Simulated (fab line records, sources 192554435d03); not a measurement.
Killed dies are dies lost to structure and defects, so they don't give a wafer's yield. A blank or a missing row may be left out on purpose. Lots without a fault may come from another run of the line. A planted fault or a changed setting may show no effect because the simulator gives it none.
fab line records | flow n5_finfet
record lots=7 wafers=39
route steps=1938 shown DUMMY_GATE@228 SD_EPI_N@288 SD_EPI_P@312 MOL_CONTACT_COAG@610
start_h: hours from the record's first day to the start of the lot's first wafer shown | wait_h: hours since the lot's step before | " the same as in the row above | L1.1+2: a row that stands for several wafers | - no value, or no start given | * or withheld: withheld | < > ~ a bound
route shown NAME@n: a module of which the file shows steps, and the number in the route of the first | usual: mean/standard deviation of fault-free wafers | same: alike in all rows | chamber/n: place in a boat | sites: the reading at each site | _std_site: their standard deviation | _edge_site: outer sites' mean less inner sites' | radius_mm: how far each site lies from the wafer's centre | mask NAME#n: copy n | behind: the tool/chamber that last shaped the wafer | hold: why the lot was held/for how many hours/how that ended | device: the transistor (n, p or np) that didn't switch | end of line: the same wafers' tests at the end of the route | a step without rows: its recipe alone | killed: dies lost to structure and defects at the first sort, not the wafer's yield | map: a wafer's dies, x killed, . not, _ none there
set.NAME: the setting as run; set.NAME@STEP: as run at that earlier step | model.NAME: the simulator's own value behind a step, which no gauge read
lots whose settings were changed on purpose; a table a step, a row a wafer
## steps
# step N5_DUMMY_GATE_EXPOSE_12
# recipe mask_id=GATE na=0.33 source_shape=annular sigma_inner=0.2 sigma_outer=0.6 polarization=unpolarized target_cd_nm=25 dose_mj=34
# columns lot.wafer tool chamber start_h wait_h mask set.dose_mj
L074.2+5+6 euv_scanner-02 0 47.40 - GATE#0 34
L077.1+2+4 euv_scanner-02 0 63.85 - GATE#0 34
L077.3+5+6 " 0 " " GATE#0 32.12
L081.1+3+5 euv_scanner-02 0 88.93 - GATE#0 36.67
L081.2+4+6 " 0 " " GATE#0 34
L083.1+3+6 euv_scanner-01 0 99.51 - GATE#0 31.45
L083.2+4+5 " 0 " " GATE#0 34
L088.1+2+6 euv_scanner-02 0 128.59 - GATE#0 32.49
L088.3+4+5 " 0 " " GATE#0 34
L089.1+3+5 euv_scanner-01 0 135.49 - GATE#0 32.37
L089.2+4+6 " 0 " " GATE#0 34
L092.1+5+6 euv_scanner-01 0 153.50 - GATE#0 34
L092.2+3+4 " 0 " " GATE#0 36.37
# step N5_DUMMY_GATE_PEB_13
# recipe peb_temp_c=100 peb_time_s=60 resist=CAR-EUV
# step N5_DUMMY_GATE_DEVELOP_14
# recipe develop_time_s=30 developer=TMAH resist=CAR-EUV rinse_liquid=surfactant_rinse dry=air_spin dev_temp_c=23
# step N5_DUMMY_GATE_CD_MEAS_15
# recipe target_cd_nm=25.8 landing_energy_ev=500 detector=se_inlens
# usual cd_nm=25.00/0.25
# columns lot.wafer tool chamber start_h wait_h set.dose_mj@DUMMY_GATE_EXPOSE_12 cd_nm
L074.2 cd_sem-01 0 47.53 - 34 25.20
L074.5 " 0 " " 34 25.61
L074.6 " 0 " " 34 25.09
L077.1 cd_sem-01 0 63.97 - 34 25.15
L077.2 " 0 " " 34 24.85
L077.3 " 0 " " 32.12 26.31
L077.4 " 0 " " 34 24.86
L077.5 " 0 " " 32.12 25.71
L077.6 " 0 " " 32.12 25.36
L081.1 cd_sem-02 0 89.05 - 36.67 23.77
L081.2 " 0 " " 34 25.34
L081.3 " 0 " " 36.67 23.93
L081.4 " 0 " " 34 24.96
L081.5 " 0 " " 36.67 23.80
L081.6 " 0 " " 34 24.98
L083.1 cd_sem-02 0 99.64 - 31.45 26.52
L083.2 " 0 " " 34 24.64
L083.3 " 0 " " 31.45 26.57
L083.4 " 0 " " 34 25.02
L083.5 " 0 " " 34 25.14
L083.6 " 0 " " 31.45 26.08
L088.1 cd_sem-03 0 128.72 - 32.49 26.01
L088.2 " 0 " " 32.49 26.04
L088.3 " 0 " " 34 24.97
L088.4 " 0 " " 34 25.17
L088.5 " 0 " " 34 24.99
L088.6 " 0 " " 32.49 25.90
L089.1 cd_sem-01 0 135.62 - 32.37 26.00
L089.2 " 0 " " 34 25.15
L089.3 " 0 " " 32.37 26.16
L089.4 " 0 " " 34 25.33
L089.5 " 0 " " 32.37 25.98
L089.6 " 0 " " 34 25.16
L092.1 cd_sem-01 0 153.63 - 34 25.12
L092.2 " 0 " " 36.37 23.86
L092.3 " 0 " " 36.37 23.51
L092.4 " 0 " " 36.37 23.74
L092.5 " 0 " " 34 25.05
L092.6 " 0 " " 34 24.84
# step N5_DUMMY_GATE_STRIP_38
# recipe chemistry=N2/H2 temp_c=40 n2_flow_sccm=200 h2_flow_sccm=200 rf_frequency_hz=6e+07
# step N5_DUMMY_GATE_STRIP_39
# recipe chemistry=N2/H2 temp_c=40 n2_flow_sccm=200 h2_flow_sccm=200 rf_frequency_hz=6e+07
# step N5_DUMMY_GATE_TRIM_49
# recipe chemistry=O2 resist=SOC time_s=29 target_cd_nm=14 source_power_w=300 bias_power_w=0 O2_flow_sccm=100 temp_c=20
# columns lot.wafer tool chamber start_h wait_h set.dose_mj@DUMMY_GATE_EXPOSE_12 model.DUMMY_GATE.cd_nm
L074.2 rie_si-03 0 47.88 0.0 34 14.4
L074.5 " 3 " " 34 15.2
L074.6 " 0 " " 34 14
L077.1 rie_si-03 2 64.41 0.0 34 14.2
L077.2 " 3 " " 34 13.8
L077.3+5 " 1,2 " " 32.12 15.4
L077.4 " 0 " " 34 13.6
L077.6 " 1 " " 32.12 14.4
L081.1+5 rie_si-02 1 89.48 0.0 36.67 13
L081.2 " 3 " " 34 15
L081.3 " 2 " " 36.67 12.8
L081.4+6 " 0 " " 34 14.2
L083.1+3 rie_si-06 1,2 100.00 0.0 31.45 15.4
L083.2+4+5 " 0,3,1 " " 34 14.4
L083.6 " 0 " " 31.45 16
L088.1 rie_si-02 3 129.08 0.0 32.49 15.6
L088.2 " 0 " " 32.49 14.4
L088.3 " 1 " " 34 13.8
L088.4 " 2 " " 34 14
L088.5 " 3 " " 34 14.8
L088.6 " 0 " " 32.49 14.8
L089.1 rie_si-02 3 135.97 0.0 32.37 15.6
L089.2 " 1 " " 34 14.2
L089.3 " 2 " " 32.37 15.2
L089.4 " 0 " " 34 14
L089.5 " 1 " " 32.37 15
L089.6 " 0 " " 34 13.8
L092.1 rie_si-06 3 154.05 0.0 34 14.2
L092.2 " 2 " " 36.37 12.6
L092.3 " 1 " " 36.37 12.4
L092.4 " 0 " " 36.37 13.2
L092.5 " 2 " " 34 13.8
L092.6 " 1 " " 34 14
# step N5_SD_EPI_N_EPI_21
# recipe material=Si:P dopant=P temp_c=680 pressure_torr=255 time_s=690
# columns lot.wafer tool chamber start_h wait_h set.epi_growth_time_s model.Si-P_of_SD_EPI_N_EPI_21.thk_nm
L074.2 epi_rpcvd-01 0 53.01 0.9 690 59
L074.5 " 0 55.00 2.7 690 59.8
L074.6 " 0 " " 690 58.8
L077.1 epi_rpcvd-03 0 69.38 0.1 690 59.8
L077.2+5 " 0 " " 690 59.4
L077.3 " 0 " " 732.9 61.2
L077.4 " 0 " " 732.9 62
L077.6 " 0 " " 732.9 62.6
L081.1 epi_rpcvd-02 0 94.51 0.1 726.2 62.4
L081.2 " 0 " " 726.2 62.6
L081.3 " 0 " " 690 60.4
L081.4+5 " 0 " " 690 60
L081.6 " 0 " " 726.2 62.2
L083.1+6 epi_rpcvd-01 0 103.78 0.1 690 58.8
L083.2 " 0 " " 764.4 63.8
L083.3+5 " 0 " " 764.4 63.4
L083.4 " 0 " " 690 58.2
L088.1+3 epi_rpcvd-01 0 133.57 0.2 690 58.6
L088.2 " 0 " " 690 58
L088.4 " 0 " " 690 59.4
L088.5 " 0 " " 690 58.4
L088.6 " 0 " " 690 59
L089.1 epi_rpcvd-01 0 139.85 0.1 690 58.2
L089.2 " 0 " " 690 59.2
L089.3 " 0 " " 690 57.8
L089.4 " 0 " " 690 59
L089.5 " 0 " " 690 58.4
L089.6 " 0 " " 690 58.6
L092.1+6 epi_rpcvd-01 0 157.82 0.1 741.2 62.6
L092.2 " 0 " " 690 60.4
L092.3+5 " 0 " " 690 60
L092.4 " 0 " " 741.2 63.2
# step N5_SD_EPI_N_PRECLEAN_24
# recipe chemistry=O3/DIW time_s=60 temp_c=22 o3_ppm=10
# columns lot.wafer tool chamber start_h wait_h set.epi_growth_time_s@SD_EPI_N_EPI_21 model.Si-P_of_SD_EPI_N_EPI_21.thk_nm
L074.2 wet_bench-06 5 56.40 0.0 690 58.6
L074.5 " 4 " " 690 59.4
L074.6 " 3 " " 690 58.4
L077.1 wet_bench-04 0 71.14 0.0 690 59.4
L077.2+5 " 1,6 " " 690 59
L077.3 " 4 " " 732.9 60.8
L077.4 " 5 " " 732.9 61.6
L077.6 " 7 " " 732.9 62
L081.1 wet_bench-04 6 96.26 0.0 726.2 62
L081.2 " 5 " " 726.2 62.2
L081.3 " 4 " " 690 60
L081.4+5 " 1,7 " " 690 59.6
L081.6 " 0 " " 726.2 61.8
L083.1+6 wet_bench-02 2,1 105.55 0.0 690 58.4
L083.2 " 0 " " 764.4 63.4
L083.3 " 6 " " 764.4 63
L083.4 " 7 " " 690 57.8
L083.5 " 3 " " 764.4 62.8
L088.1+3 wet_bench-06 4,7 135.88 0.0 690 58.2
L088.2 " 3 " " 690 57.6
L088.4 " 6 " " 690 59
L088.5 " 5 " " 690 58
L088.6 " 0 " " 690 58.6
L089.1 wet_bench-02 7 141.62 0.0 690 57.8
L089.2 " 0 " " 690 58.8
L089.3 " 5 " " 690 57.4
L089.4 " 2 " " 690 58.6
L089.5 " 1 " " 690 58
L089.6 " 6 " " 690 58.2
L092.1+6 wet_bench-04 7,6 159.57 0.0 741.2 62.2
L092.2 " 5 " " 690 60
L092.3+5 " 2,1 " " 690 59.6
L092.4 " 0 " " 741.2 62.8
# step N5_SD_EPI_P_ETCH_16
# recipe chemistry=CHF3/O2 target=SiO2 target_depth_a=50 mask_material=SOC pressure_mtorr=30 source_w=650 bias_w=170 Ar_flow_sccm=200 CHF3_flow_sccm=50 O2_flow_sccm=5 ion_energy_ev=200
# columns lot.wafer tool chamber start_h wait_h set.target_depth_a model.etch.depth_nm
L074.2 rie_diel-06 2 58.09 0.1 50 4.768
L074.5 " 1 " " 50 5.098
L074.6 " 2 " " 50 4.757
L077.1 rie_diel-03 2 72.87 0.1 50 5.03
L077.2 " 0 " " 53.39 5.271
L077.3 " 3 " " 53.39 5.168
L077.4 " 0 " " 53.39 5.257
L077.5 " 2 " " 50 4.987
L077.6 " 3 " " 50 4.875
L081.1 rie_diel-03 1 98.05 0.1 50 5.003
L081.2 " 3 " " 50 4.779
L081.3 " 2 " " 52.21 5.21
L081.4 " 0 " " 50 4.884
L081.5 " 3 " " 52.21 5.02
L081.6 " 0 " " 52.21 5.081
L083.1 rie_diel-02 3 107.05 0.1 50 4.766
L083.2 " 1 " " 50 4.921
L083.3 " 0 " " 47.16 4.65
L083.4 " 2 " " 50 5.003
L083.5 " 2 " " 47.16 4.746
L083.6 " 3 " " 47.16 4.436
L088.1 rie_diel-03 3 137.51 0.1 50 4.787
L088.2 " 0 " " 48.07 4.619
L088.3 " 2 " " 50 4.942
L088.4 " 1 " " 48.07 4.837
L088.5 " 3 " " 48.07 4.605
L088.6 " 0 " " 50 4.79
L089.1 rie_diel-02 1 143.26 0.1 50 4.932
L089.2 " 0 " " 56.32 5.497
L089.3 " 2 " " 56.32 5.581
L089.4 " 3 " " 50 4.692
L089.5 " 0 " " 56.32 5.467
L089.6 " 3 " " 50 4.664
L092.1 rie_diel-02 0 161.19 0.1 50 4.862
L092.2 " 1 " " 50 4.928
L092.3 " 2 " " 50 4.946
L092.4 " 0 " " 52.45 5.132
L092.5 " 2 " " 52.45 5.206
L092.6 " 1 " " 52.45 5.173
# step N5_MOL_CONTACT_COAG_ETCH_67
# recipe chemistry=N2/H2 target=SOC target_depth_a=600 overetch_a=210 mask_material=SiARC temp_c=40 time_s=101.2 ion_energy_ev=200 pressure_mtorr=30 source_w=840 bias_w=150 n2_flow_sccm=200 h2_flow_sccm=200
# usual rf_vpp_V=523.3/1.7
# columns lot.wafer tool chamber start_h wait_h set.source_w rf_vpp_V
L074.2 rie_diel-05 0 105.33 0.0 840 522.6
L074.5 " 1 " " 840 521.8
L074.6 " 2 " " 840 524.5
L077.1 rie_diel-05 1 117.41 0.0 704.8 552.8
L077.2 " 2 " " 840 523.4
L077.3 " 3 " " 840 521.6
L077.4 " 0 " " 704.8 554.0
L077.5 " 0 " " 840 521.7
L077.6 " 1 " " 704.8 553.7
L081.1 rie_diel-05 3 143.46 0.0 730.8 546.2
L081.2 " 1 " " 840 521.9
L081.3 " 0 " " 730.8 547.2
L081.4 " 2 " " 840 522.9
L081.5 " 2 " " 730.8 547.1
L081.6 " 1 " " 840 522.6
L083.1 rie_diel-05 0 151.96 0.0 840 521.7
L083.2 " 3 " " 840 521.7
L083.3 " 2 " " 885.6 515.5
L083.4 " 1 " " 885.6 514.1
L083.5 " 2 " " 885.6 514.8
L083.6 " 1 " " 840 523.0
L088.1 rie_diel-04 1 185.92 0.0 840 524.7
L088.2 " 3 " " 840 523.1
L088.3 " 0 " " 840 521.3
L088.4 " 2 " " 912.1 508.5
L088.5 " 0 " " 912.1 505.9
L088.6 " 1 " " 912.1 510.4
L089.1 rie_diel-01 3 192.25 0.0 840 523.6
L089.2 " 2 " " 782.1 539.3
L089.3 " 0 " " 782.1 536.7
L089.4 " 1 " " 782.1 535.0
L089.5 " 1 " " 840 521.6
L089.6 " 2 " " 840 527.0
L092.1 rie_diel-01 0 206.13 0.0 892.2 512.9
L092.2 " 3 " " 840 523.7
L092.3 " 2 " " 840 526.8
L092.4 " 1 " " 892.2 513.3
L092.5 " 0 " " 892.2 512.5
L092.6 " 1 " " 840 523.2
## key
split step=N5_DUMMY_GATE_EXPOSE_12 setting=dose_mj stated=34 by=wafer
response step=N5_DUMMY_GATE_CD_MEAS_15 reading=cd_nm change=-0.178 per=1% r=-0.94
response step=N5_DUMMY_GATE_TRIM_49 reading=model.DUMMY_GATE.cd_nm change=-0.191 per=1% r=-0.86
split step=N5_SD_EPI_N_EPI_21 setting=epi_growth_time_s stated=690 by=wafer
response step=N5_SD_EPI_N_EPI_21 reading=model.Si-P_of_SD_EPI_N_EPI_21.thk_nm change=+0.42 per=1% r=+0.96
response step=N5_SD_EPI_N_PRECLEAN_24 reading=model.Si-P_of_SD_EPI_N_EPI_21.thk_nm change=+0.415 per=1% r=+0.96
split step=N5_SD_EPI_P_ETCH_16 setting=target_depth_a stated=50 by=wafer
response step=N5_SD_EPI_P_ETCH_16 reading=model.etch.depth_nm change=+0.0532 per=1% r=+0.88
split step=N5_MOL_CONTACT_COAG_ETCH_67 setting=source_w stated=840 by=wafer
response step=N5_MOL_CONTACT_COAG_ETCH_67 reading=rf_vpp_V change=-1.86 per=1% r=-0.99
